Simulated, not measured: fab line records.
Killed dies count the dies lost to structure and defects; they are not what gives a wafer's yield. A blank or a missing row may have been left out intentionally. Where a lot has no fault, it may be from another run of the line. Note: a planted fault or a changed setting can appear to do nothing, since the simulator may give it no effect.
What tool caused it?    flow nand-harc    24 lots with 72 wafers sampled at 4 steps, on a route of 1302 steps

== WHAT THE GAUGES SHOWED, per wafer ==
NHARC_A_ONON_D1_THK_MEAS_34: measures by ellipsometry.
lot   measured      on             thk-nm (nm)
L074  day 8 09:49   film-metro-02  201.9 200.6 205.1
L075  day 8 17:08   film-metro-01  198.5 197.5 199.8
L076  day 9 05:47   film-metro-01  200.8 198.5 200.3
L077  day 9 05:46   film-metro-01  197.0 201.8 203.7
L078  day 10 01:23  film-metro-01  198.9 196.3 199.5
L079  day 10 08:33  film-metro-01  194.8 196.3 201.6
L080  day 11 00:19  film-metro-02  194.8 201.5 199.2
L081  day 11 15:08  film-metro-02  197.8 199.9 200.3
L082  day 11 14:57  film-metro-02  196.6 196.1 202.0
L083  day 12 05:19  film-metro-02  197.5 202.8 199.5
L084  day 12 11:58  film-metro-02  197.4 199.2 200.9
L085  day 12 21:49  film-metro-02  199.9 199.7 202.6
L086  day 13 17:10  film-metro-02  196.8 200.4 202.2
L087  day 13 17:11  film-metro-02  201.7 198.9 200.2
L088  day 14 05:52  film-metro-01  200.9 201.2 202.7
L089  day 14 19:47  film-metro-02  198.4 199.6 200.0
L090  day 15 06:20  film-metro-02  200.4 204.7 202.6
L091  day 15 06:20  film-metro-02  199.1 196.5 201.0
L092  day 15 15:52  film-metro-02  200.0 199.1 204.5
L094  day 16 09:29  film-metro-01  195.2 201.3 198.9
L093  day 16 09:15  film-metro-01  198.1 196.8 198.8
L095  day 16 23:53  film-metro-01  196.7 196.9 198.3
L097  day 18 04:44  film-metro-01  197.9 198.9 201.5
L096  day 18 04:28  film-metro-01  198.0 200.5 200.8

== TOOL THAT RAN EACH LOT (tool first, then ch and the chambers of the sampled wafers, then the start) ==
lot   NHARC_P_BONDPAD_DESCUM_11           NHARC_P_BONDPAD_PVD_17                   NHARC_P_BONDPAD_ANNEAL_28
L074  rie-diel-13 ch 1,2, day 6 18:34     pvd-sputter-01, day 6 20:27 or earlier   rtp-anneal-01 ch 0, day 6 20:27
L075  rie-diel-10 ch 0,1,2, day 7 02:34   pvd-sputter-02, day 7 04:14 or earlier   rtp-anneal-01 ch 0, day 7 04:14
L076  rie-diel-12 ch 1,3, day 7 14:02     pvd-sputter-01, day 7 15:43 or earlier   rtp-anneal-01 ch 0, day 7 15:43
L077  rie-diel-13 ch 1,2,3, day 7 18:23   pvd-sputter-02, day 7 20:06 or earlier   rtp-anneal-02 ch 0, day 7 20:06
L078  rie-diel-12 ch 1,3, day 8 09:37     pvd-sputter-01, day 8 11:20 or earlier   rtp-anneal-01 ch 0, day 8 11:20
L079  rie-diel-13 ch 2,3, day 8 17:29     pvd-sputter-01, day 8 19:10 or earlier   rtp-anneal-02 ch 0, day 8 19:10
L080  rie-diel-13 ch 1,3, day 9 05:20     pvd-sputter-03, day 9 07:20 or earlier   rtp-anneal-02 ch 0, day 9 07:20
L081  rie-diel-10 ch 1,2,3, day 9 18:57   pvd-sputter-02, day 9 20:46 or earlier   rtp-anneal-02 ch 0, day 9 20:46
L082  rie-diel-12 ch 0,2,3, day 9 19:48   pvd-sputter-01, day 9 21:32 or earlier   rtp-anneal-01 ch 0, day 9 21:32
L083  rie-diel-10 ch 0,1,2, day 10 14:28  pvd-sputter-02, day 10 16:10 or earlier  rtp-anneal-01 ch 0, day 10 16:10
L084  rie-diel-12 ch 0,2,3, day 10 21:44  pvd-sputter-02, day 10 23:25 or earlier  rtp-anneal-01 ch 0, day 10 23:25
L085  rie-diel-12 ch 0,2,3, day 11 05:53  pvd-sputter-03, day 11 07:33 or earlier  rtp-anneal-01 ch 0, day 11 07:33
L086  rie-diel-13 ch 1,2, day 12 00:45    pvd-sputter-03, day 12 02:25 or earlier  rtp-anneal-02 ch 0, day 12 02:25
L087  rie-diel-13 ch 0,1,2, day 12 04:46  pvd-sputter-01, day 12 06:35 or earlier  rtp-anneal-01 ch 0, day 12 06:35
L088  rie-diel-12 ch 2,3, day 12 14:41    pvd-sputter-01, day 12 16:26 or earlier  rtp-anneal-02 ch 0, day 12 16:26
L089  rie-diel-12 ch 1,2, day 13 00:31    pvd-sputter-01, day 13 02:26 or earlier  rtp-anneal-02 ch 0, day 13 02:26
L090  rie-diel-12 ch 0,1,2, day 13 12:31  pvd-sputter-01, day 13 14:17 or earlier  rtp-anneal-01 ch 0, day 13 14:17
L091  rie-diel-10 ch 0,1,3, day 13 13:44  pvd-sputter-01, day 13 15:26 or earlier  rtp-anneal-02 ch 0, day 13 15:26
L092  rie-diel-10 ch 0,1, day 14 01:32    pvd-sputter-03, day 14 03:22 or earlier  rtp-anneal-01 ch 0, day 14 03:22
L094  rie-diel-10 ch 1,2,3, day 14 17:03  pvd-sputter-02, day 14 18:46 or earlier  rtp-anneal-01 ch 0, day 14 18:46
L093  rie-diel-12 ch 1,2,3, day 14 18:37  pvd-sputter-03, day 14 20:17 or earlier  rtp-anneal-01 ch 0, day 14 20:17
L095  rie-diel-12 ch 2,3, day 15 06:16    pvd-sputter-02, day 15 08:08 or earlier  rtp-anneal-02 ch 0, day 15 08:08
L097  rie-diel-13 ch 0,3, day 16 12:27    pvd-sputter-01, day 16 14:22 or earlier  rtp-anneal-02 ch 0, day 16 14:22
L096  rie-diel-12 ch 1,2,3, day 16 13:20  pvd-sputter-01, day 16 15:03 or earlier  rtp-anneal-02 ch 0, day 16 15:03
- NHARC_P_BONDPAD_DESCUM_11: chemistry O2, time 3 s.
- NHARC_P_BONDPAD_PVD_17: deposits TaN, target thk 5 nm, time 8.06 s.
- NHARC_P_BONDPAD_ANNEAL_28: time 90 s.

== AS READ BY THE TOOLS THEMSELVES (means over the sampled wafers that have a number; for cases with no such wafer, the mark the record gives instead) ==
NHARC_P_BONDPAD_DESCUM_11.
lot   tool         drypump-motor-current-A (A)  oes-product-au (a.u.)  rf-vpp-V (V)  showerhead-plenum-p-Torr (Torr)  throttle-valve-pct (%)
L074  rie-diel-13  5.5                          1.002                  58.0          1.98                             11.305
L075  rie-diel-10  5.7                          1.001                  57.9          1.91                             11.305
L076  rie-diel-12  5.0                          1.006                  57.4          1.92                             11.313
L077  rie-diel-13  5.6                          1.002                  58.2          1.97                             11.303
L078  rie-diel-12  4.8                          1.002                  57.0          1.93                             11.305
L079  rie-diel-13  5.7                          0.998                  58.0          1.88                             11.312
L080  rie-diel-13  5.6                          0.990                  58.5          2.05                             11.325
L081  rie-diel-10  5.6                          1.003                  58.0          1.86                             11.317
L082  rie-diel-12  5.5                          1.006                  57.9          1.98                             11.313
L083  rie-diel-10  5.7                          0.992                  58.0          1.90                             11.316
L084  rie-diel-12  5.5                          0.998                  57.8          1.98                             11.308
L085  rie-diel-12  5.5                          0.987                  59.2          1.98                             11.303
L086  rie-diel-13  5.5                          1.000                  57.9          1.97                             11.316
L087  rie-diel-13  5.4                          0.996                  58.3          1.93                             11.309
L088  rie-diel-12  5.3                          0.999                  57.9          1.94                             11.321
L089  rie-diel-12  5.0                          0.992                  58.7          1.98                             11.317
L090  rie-diel-12  5.4                          0.997                  57.8          2.00                             11.309
L091  rie-diel-10  5.8                          1.006                  56.8          1.89                             11.312
L092  rie-diel-10  5.8                          1.001                  57.7          1.88                             11.314
L094  rie-diel-10  5.7                          0.993                  58.1          1.86                             11.306
L093  rie-diel-12  5.2                          0.993                  57.9          1.96                             11.307
L095  rie-diel-12  5.3                          1.002                  58.5          1.94                             11.316
L097  rie-diel-13  5.3                          1.001                  58.9          1.97                             11.316
L096  rie-diel-12  5.2                          0.995                  57.6          1.96                             11.313

NHARC_P_BONDPAD_PVD_17.
lot   tool            throttle-valve-pct (%)
L074  pvd-sputter-01  30.8
L075  pvd-sputter-02  29.7
L076  pvd-sputter-01  29.5
L077  pvd-sputter-02  30.1
L078  pvd-sputter-01  30.8
L079  pvd-sputter-01  29.2
L080  pvd-sputter-03  30.3
L081  pvd-sputter-02  29.3
L082  pvd-sputter-01  29.8
L083  pvd-sputter-02  30.0
L084  pvd-sputter-02  30.1
L085  pvd-sputter-03  29.4
L086  pvd-sputter-03  29.3
L087  pvd-sputter-01  29.7
L088  pvd-sputter-01  30.0
L089  pvd-sputter-01  30.0
L090  pvd-sputter-01  29.7
L091  pvd-sputter-01  29.7
L092  pvd-sputter-03  29.6
L094  pvd-sputter-02  29.8
L093  pvd-sputter-03  30.2
L095  pvd-sputter-02  29.8
L097  pvd-sputter-01  29.9
L096  pvd-sputter-01  30.1

NHARC_P_BONDPAD_ANNEAL_28.
lot   tool           wafer_temp_C_max
L074  rtp-anneal-01  225.96
L075  rtp-anneal-01  226.23
L076  rtp-anneal-01  226.29
L077  rtp-anneal-02  225.83
L078  rtp-anneal-01  226.01
L079  rtp-anneal-02  226.01
L080  rtp-anneal-02  225.92
L081  rtp-anneal-02  226.08
L082  rtp-anneal-01  226.22
L083  rtp-anneal-01  226.32
L084  rtp-anneal-01  225.62
L085  rtp-anneal-01  226.14
L086  rtp-anneal-02  225.77
L087  rtp-anneal-01  226.06
L088  rtp-anneal-02  226.02
L089  rtp-anneal-02  226.20
L090  rtp-anneal-01  225.93
L091  rtp-anneal-02  225.98
L092  rtp-anneal-01  225.99
L094  rtp-anneal-01  226.16
L093  rtp-anneal-01  226.05
L095  rtp-anneal-02  226.27
L097  rtp-anneal-02  225.97
L096  rtp-anneal-02  226.24

== THE ANSWER, worked out from the rows above alone ==
Rule: the lots themselves supply what counts as usual. The widest of any qualifying gaps counts: lots, ordered by their means at a reading, are off when they make up no more than a third of the lots, leave a main group of 4 or more, and stand apart from it by 3 or more times the standard deviation of that group's means. The tables above print the reading to a certain number of digits; a main group whose means all agree to those digits is not used. A lot without any number at a reading at which 4 lots or more have one is off too. Where the step has rows for the other lots, those lots are counted as sound. After the gauges, taken in route order, come the tools' own readings; for these a lot's mean is taken, as printed above. At the first step where some lot is off, the reading lying furthest off is the one used; lots without a number count as furthest.
Nothing can be told from this: no lot is off at any reading shown.

== WHAT HAD BEEN PUT IN BY THE SIMULATOR ==
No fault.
